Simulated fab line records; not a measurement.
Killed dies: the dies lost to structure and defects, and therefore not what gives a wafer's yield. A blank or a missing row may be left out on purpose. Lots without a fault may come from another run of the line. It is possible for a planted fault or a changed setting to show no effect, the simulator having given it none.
What tool caused it? + flow nand_harc + Sampling: 6 lots, 18 wafers, 2 of 1302 route steps

## WHAT EACH GAUGE READ, for each wafer
NHARC_A_SGD_CUT_OVL_MEAS_10.
| lot  | measured     | on         | overlay_x_nm (nm) |
|------|--------------|------------|-------------------|
| L747 | day 20 02:32 | overlay-01 | 1.2 1.1 0.7       |
| L750 | day 20 22:36 | overlay-01 | 0.2 0.0 -0.3      |
| L753 | day 23 09:13 | overlay-02 | 0.1 0.7 0.3       |
| L762 | day 26 16:20 | overlay-02 | 0.9 1.1 1.1       |
| L765 | day 28 10:08 | overlay-02 | 0.8 0.8 0.8       |
| L766 | day 28 20:25 | overlay-02 | -0.8 -0.8 -0.4    |

## WHAT TOOL EACH LOT RAN ON (gives the tool, then ch and the chambers of the sampled wafers, and finally the start)
| lot  | NHARC_A_STAIRCASE_ETCHBACK_422     |
|------|------------------------------------|
| L747 | rie_diel-06 ch 1,2, day 20 00:20   |
| L750 | rie_diel-13 ch 0,1, day 20 20:29   |
| L753 | rie_diel-06 ch 0,1,2, day 23 07:07 |
| L762 | rie_diel-13 ch 0,2,3, day 26 14:08 |
| L765 | rie_diel-06 ch 0,3, day 28 07:59   |
| L766 | rie_diel-13 ch 0,1,2, day 28 18:13 |
- NHARC_A_STAIRCASE_ETCHBACK_422: etches the open film in CH3F/O2, target depth 40 nm, time 74.286 s.

## THE ANSWER, worked out from the rows above alone
Rule: the usual values come from the lots themselves. The widest of any qualifying gaps counts: lots, ordered by their means at a reading, are off when they make up no more than a third of the lots, leave a main group of 4 or more, and stand apart from it by 3 or more times the standard deviation of that group's means. If all means in a main group match to the digits the tables above print for the reading, that group is not used. Also off: a lot with no number at a reading for which 4 or more lots have one. All remaining lots with rows at the step are treated as sound.
Nothing can be told from this: no lot is off at any reading shown.

## WHAT WAS PUT IN BY THE SIMULATOR
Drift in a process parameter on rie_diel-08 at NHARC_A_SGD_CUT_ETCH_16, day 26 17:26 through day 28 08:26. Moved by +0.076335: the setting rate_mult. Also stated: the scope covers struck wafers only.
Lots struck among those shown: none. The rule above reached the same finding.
